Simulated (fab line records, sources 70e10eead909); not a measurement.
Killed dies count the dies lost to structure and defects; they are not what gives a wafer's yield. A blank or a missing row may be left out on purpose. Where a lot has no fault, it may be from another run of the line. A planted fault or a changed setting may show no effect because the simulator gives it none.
The tool behind it: which one?    flow nandHarc    12 lots, 36 wafers sampled, at 5 steps of a route of 1302

WHAT THE GAUGES READ, wafer by wafer
NHARC_A_M1_CD_MEAS_16.
lot   measured      on        cdNm (nm)
L075  day 23 15:49  cdSem-01  121.2 119.6 119.4
L077  day 24 03:16  cdSem-02  119.5 119.3 119.0
L079  day 25 21:06  cdSem-01  119.8 120.5 119.7
L080  day 26 03:22  cdSem-03  120.4 118.7 120.4
L086  day 27 00:40  cdSem-03  119.2 120.3 120.0
L084  day 27 09:46  cdSem-02  119.4 119.6 120.3
L087  day 27 22:22  cdSem-02  121.8 119.8 120.0
L088  day 29 06:54  cdSem-03  119.4 119.3 119.1
L092  day 31 00:31  cdSem-01  119.2 118.3 118.9
L093  day 31 09:43  cdSem-01  120.0 120.7 121.1
L094  day 31 17:23  cdSem-02  120.0 119.9 119.7
L096  day 32 07:30  cdSem-01  119.5 119.4 119.5

WHICH TOOL RAN EACH LOT (tool, then ch and the chambers of the sampled wafers, then the start)
lot   NHARC_A_BLC_DESCUM_15              NHARC_A_M0_PVD_20                       NHARC_A_M0_PVD_21                       NHARC_A_M1_DESCUM_14
L075  rieDiel-05 ch 0,1,2, day 23 07:05  pvdSputter-03, day 23 15:30 or earlier  pvdSputter-03, day 23 15:30 or earlier  rieDiel-01 ch 1,3, day 23 15:30
L077  rieDiel-02 ch 0,1, day 23 18:56    pvdSputter-02, day 24 02:59 or earlier  pvdSputter-02, day 24 02:59 or earlier  rieDiel-07 ch 0,2,3, day 24 02:59
L079  rieDiel-02 ch 2,3, day 25 12:26    pvdSputter-02, day 25 20:48 or earlier  pvdSputter-02, day 25 20:48 or earlier  rieDiel-07 ch 1,3, day 25 20:48
L080  rieDiel-02 ch 0,2, day 25 18:52    pvdSputter-03, day 26 03:04 or earlier  pvdSputter-03, day 26 03:04 or earlier  rieDiel-07 ch 2,3, day 26 03:04
L086  rieDiel-02 ch 0,2, day 26 16:04    pvdSputter-01, day 27 00:22 or earlier  pvdSputter-01, day 27 00:22 or earlier  rieDiel-07 ch 0,3, day 27 00:22
L084  rieDiel-02 ch 1,2, day 27 01:22    pvdSputter-02, day 27 09:28 or earlier  pvdSputter-02, day 27 09:28 or earlier  rieDiel-07 ch 0,3, day 27 09:28
L087  rieDiel-02 ch 1,2,3, day 27 13:38  pvdSputter-01, day 27 22:02 or earlier  pvdSputter-01, day 27 22:02 or earlier  rieDiel-13 ch 0,1,2, day 27 22:02
L088  rieDiel-02 ch 1,2, day 28 22:19    pvdSputter-03, day 29 06:37 or earlier  pvdSputter-03, day 29 06:37 or earlier  rieDiel-13 ch 1,2, day 29 06:37
L092  rieDiel-02 ch 0,1, day 30 15:32    pvdSputter-02, day 31 00:13 or earlier  pvdSputter-02, day 31 00:13 or earlier  rieDiel-07 ch 1,2, day 31 00:13
L093  rieDiel-02 ch 0,1,2, day 31 01:28  pvdSputter-02, day 31 09:25 or earlier  pvdSputter-02, day 31 09:25 or earlier  rieDiel-01 ch 1,3, day 31 09:25
L094  rieDiel-02 ch 0,2,3, day 31 08:34  pvdSputter-02, day 31 17:05 or earlier  pvdSputter-02, day 31 17:05 or earlier  rieDiel-13 ch 0,2,3, day 31 17:05
L096  rieDiel-05 ch 0,3, day 31 22:49    pvdSputter-02, day 32 07:11 or earlier  pvdSputter-02, day 32 07:11 or earlier  rieDiel-07 ch 1,2, day 32 07:11
- NHARC_A_BLC_DESCUM_15: chemistry O2, time 3 s.
- NHARC_A_M0_PVD_20: deposits TaN, target thk 5 nm, time 8.06 s.
- NHARC_A_M0_PVD_21: deposits Cu, target thk 30 nm, time 20.49 s.
- NHARC_A_M1_DESCUM_14: chemistry O2, time 3 s.

THE ANSWER, worked out from the rows above alone
Rule: usual is defined by the lots themselves. The widest of any qualifying gaps counts: lots, ordered by their means at a reading, are off when they make up no more than a third of the lots, leave a main group of 4 or more, and stand apart from it by 3 or more times the standard deviation of that group's means. A main group whose means are all the same, to the digits that the tables above print for the reading, isn't used. Also off: a lot with no number at a reading for which 4 or more lots have one. Where the step has rows for the other lots, those lots are counted as sound.
Across all readings shown, no lot is off: no conclusion can be drawn from this.

WHAT HAD BEEN PUT IN BY THE SIMULATOR
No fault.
